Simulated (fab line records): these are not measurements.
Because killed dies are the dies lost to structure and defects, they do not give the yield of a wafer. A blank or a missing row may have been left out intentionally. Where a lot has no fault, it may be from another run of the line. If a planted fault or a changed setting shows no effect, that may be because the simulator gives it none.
Struck lot and sound lot, side by side    flow nand_harc    14 steps out of a route of 1302
Sound: wafers L350.2, L350.4, L350.5. Struck: wafers L355.2, L355.3, L355.5. Last of all comes the cause.
At each step with rows: each side's tool, then ch and its chambers, then its first start. Under that, the readings that differ: sound wafers    struck wafers    difference of the means    sigmas: that difference in standard deviations of wafers without a fault.
alike: readings whose means differ by less than 2 such deviations, and words and numbers that are the same on both sides. not compared: withheld readings, readings that some wafer has no value for, bounds like >300 that may hide the same value, and numbers for which the record gives no deviation and whose values overlap.
Wherever a step has rows on one side only, a row that says differs or no value, or a row with sigmas, the two part there. Non-overlapping numbers with no deviation appear without sigmas and do not part them. A reading missing from all wafers of one side parts the sides only when that side holds two or more wafers.

NHARC_A_ZERO_WELL_INSPECT_17:
  sound on defect_inspect-02 at day 7 04:43; struck on defect_inspect-02 at day 9 09:24
  alike: raw_defect_count
then, 3 steps without rows for these wafers: NHARC_A_SOURCE_PLATE_PRECLEAN_00 (cleans in HF-LAST, time 60 s); NHARC_A_SOURCE_PLATE_SRD_01; NHARC_A_SOURCE_PLATE_OXIDE_02 (material SiO2, target thk 10 nm, ox time 1362 s).
NHARC_A_SOURCE_PLATE_THK_MEAS_09: measures by ellipsometry.
  sound on film_metro-02 at day 7 13:59; struck on film_metro-01 at day 9 16:13
  alike: thk_nm
then, 3 steps without rows for these wafers: NHARC_A_SOURCE_PLATE_PVD_04 (deposits WSi2, target thk 50 nm); NHARC_A_SOURCE_PLATE_CVD_03 (deposits poly-Si, target thk 200 nm, time 4000 s); NHARC_A_SOURCE_PLATE_ANNEAL_05 (time 1800 s).
NHARC_A_SOURCE_PLATE_THK_MEAS_06: measures by ellipsometry.
  sound on film_metro-01 at day 8 02:49; struck on film_metro-01 at day 10 06:12
  alike: thk_nm
NHARC_A_SOURCE_PLATE_INSPECT_08:
  sound on defect_inspect-02 at day 8 02:55; struck on defect_inspect-01 at day 10 06:16
  alike: raw_defect_count
NHARC_A_ONON_D1_DEP_00: target thk 1000 nm.
  sound on pecvd_onon-01 ch 0, day 8 03:03; struck on pecvd_onon-01 ch 0, day 10 06:23
  alike: n2_flow_sccm, sih4_flow_sccm
NHARC_A_ONON_D1_THK_MEAS_02: measures by ellipsometry.
  sound on film_metro-02 at day 8 03:30; struck on film_metro-01 at day 10 06:50
reading      sound        struck       difference  sigmas
thk_nm (nm)  970 969 969  446 446 447  -523        -54
then, no rows for these wafers at 1 step: NHARC_A_ONON_D1_DEP_03 (target thk 1000 nm).
-- record jumps: 17 days between struck wafers' starts before vs after; left off in module A_ONON_D1, resumes in module END, first step shown is number 1302 of the route --
NHARC_END_SORT_01:
  here the record holds rows for the struck wafers (prober-02 ch 0, day 27 01:04) but none for the sound ones

WHERE THEY PART
First at NHARC_A_ONON_D1_THK_MEAS_02; last, within this record, at NHARC_END_SORT_01.

WHY: what had been put in by the simulator
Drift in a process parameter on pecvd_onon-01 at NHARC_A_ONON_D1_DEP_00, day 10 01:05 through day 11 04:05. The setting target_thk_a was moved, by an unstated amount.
